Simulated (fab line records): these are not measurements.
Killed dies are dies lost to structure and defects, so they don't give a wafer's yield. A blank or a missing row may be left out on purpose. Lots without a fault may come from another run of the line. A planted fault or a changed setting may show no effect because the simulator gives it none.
Problem report in the 8D (eight disciplines) form, filled by code | flow n5-finfet | the parts of the form that need people (team, actions taken, sign-off) are left out

## 1. THE PROBLEM
Mean of killed-at-other at N5_PASSIVATION_PROBE_49: 1163.0 across 6 wafers in 2 lots; on wafers with no fault it is 3.2 (standard deviation 2.7). So: +99 or more standard deviations from the usual mean.
Seen first at day 16 05:37 on prober-01, wafer L198.1. The record has a number at this step for 27 wafers belonging to 10 lots. Rule for "out" (also "out of limits"): further than 4 standard deviations from the usual mean. The rest of the wafers with a number are treated as sound.

## 2. WHAT IT IS, WHAT IT ISN'T
question                    | is                                                                                                                               | is not
which readings at this step | killed-at-other, defect-limited-yield, killed-dies, killed-on-rim, killed-open, sort_bin_5_function, sort-n-pass, sort-yield-pct | sort_bin_4_leakage, sort_bin_6_memory, sort_bin_8_speed
which lots                  | L198, L200                                                                                                                       | L186, L188, L195, L203, L206, L207, L208, L209
which wafers of those lots  | all that have a number                                                                                                           | -
read on which tools         | prober-01, prober-02                                                                                                             | -
when                        | from day 16 05:37                                                                                                                | up to then (9 sound wafers); but 12 sound wafers of L203, L206, L207, L208, L209 came after

## 3. WHAT RULES OUT EACH SUSPECT
Counting: any tool at a process step up to the reading is kept as a suspect provided that every lot that is out went through it and no sound lot did after the first of them.
- pvd-sputter-03 at N5_PASSIVATION_DEGAS_18 (time 60 s): ruled out as a lasting fault. Sound lots L206, L207, L209 ran on it after its first lot that is out, L198 (day 15 23:52).
- pvd-sputter-03 at N5_PASSIVATION_AL_DEP_21 (deposits Al, target thk 2800 nm, time 170 s): ruled out as a lasting fault. Sound lots L206, L207, L209 ran on it after its first lot that is out, L198 (day 16 00:03).
Left after counting: nothing in the record.

## 4. THE CAUSE (what the simulator had put in)
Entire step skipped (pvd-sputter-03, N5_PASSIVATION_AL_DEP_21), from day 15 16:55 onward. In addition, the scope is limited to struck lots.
It was ruled out by counting, in error; the rule expects a fault to strike all lots run on its tool from its start on, and this fault did not.

## 5. THE EFFECT CHAIN, in route order
Rows list readings where the struck wafers' mean (over those with a number) sits beyond 3 standard deviations from the usual. Scope: only readings with a usual standard deviation given in the record; hours: median across lots of the time from each lot's start at the first step in this table that gives one to its start at this step; sigmas: change in usual standard deviations.
hours | step                    | reading              | usual  | on struck wafers | change  | sigmas
0     | N5_PASSIVATION_PROBE_49 | defect-limited-yield | 91.3 % | 0.0              | -91.3   | -65
0     | N5_PASSIVATION_PROBE_49 | killed-at-front-end  | 39     | 6                | -32     | -3.2
0     | N5_PASSIVATION_PROBE_49 | killed-at-other      | 3.2    | 1163.0           | +1159.8 | +99 or more
0     | N5_PASSIVATION_PROBE_49 | killed-dies          | 103    | 1180             | +1077   | +67
0     | N5_PASSIVATION_PROBE_49 | killed-on-rim        | 13     | 152              | +139    | +35
0     | N5_PASSIVATION_PROBE_49 | killed-open          | 68     | 12               | -56     | -4.3
0     | N5_PASSIVATION_PROBE_49 | killed-short         | 33     | 6                | -27     | -4.1
0     | N5_PASSIVATION_PROBE_49 | sort_bin_5_function  | 5.1 %  | 72.6             | +67.5   | +73
0     | N5_PASSIVATION_PROBE_49 | sort-n-pass          | 1077   | 0                | -1077   | -63
0     | N5_PASSIVATION_PROBE_49 | sort-yield-pct       | 91.2 % | 0.0              | -91.2   | -65
Its process steps:
- N5_PASSIVATION_PROBE_49
Readings that are blank on the struck wafers while sound wafers have them: cathode-dc-power-W at N5_PASSIVATION_AL_DEP_21; chamber-pressure-pa at N5_PASSIVATION_AL_DEP_21; throttle-valve-pct at N5_PASSIVATION_AL_DEP_21.

## 6. HOW IT WOULD HAVE BEEN CAUGHT EARLIER
13 hours passed between the start of the fault at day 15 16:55 and the first reading out of limits in this record, taken at day 16 05:37.
At N5_PASSIVATION_AL_DEP_21 the tool's readings are blank on the struck wafers, where sound wafers have them: an empty tool record is the first sign, and it was there at once.
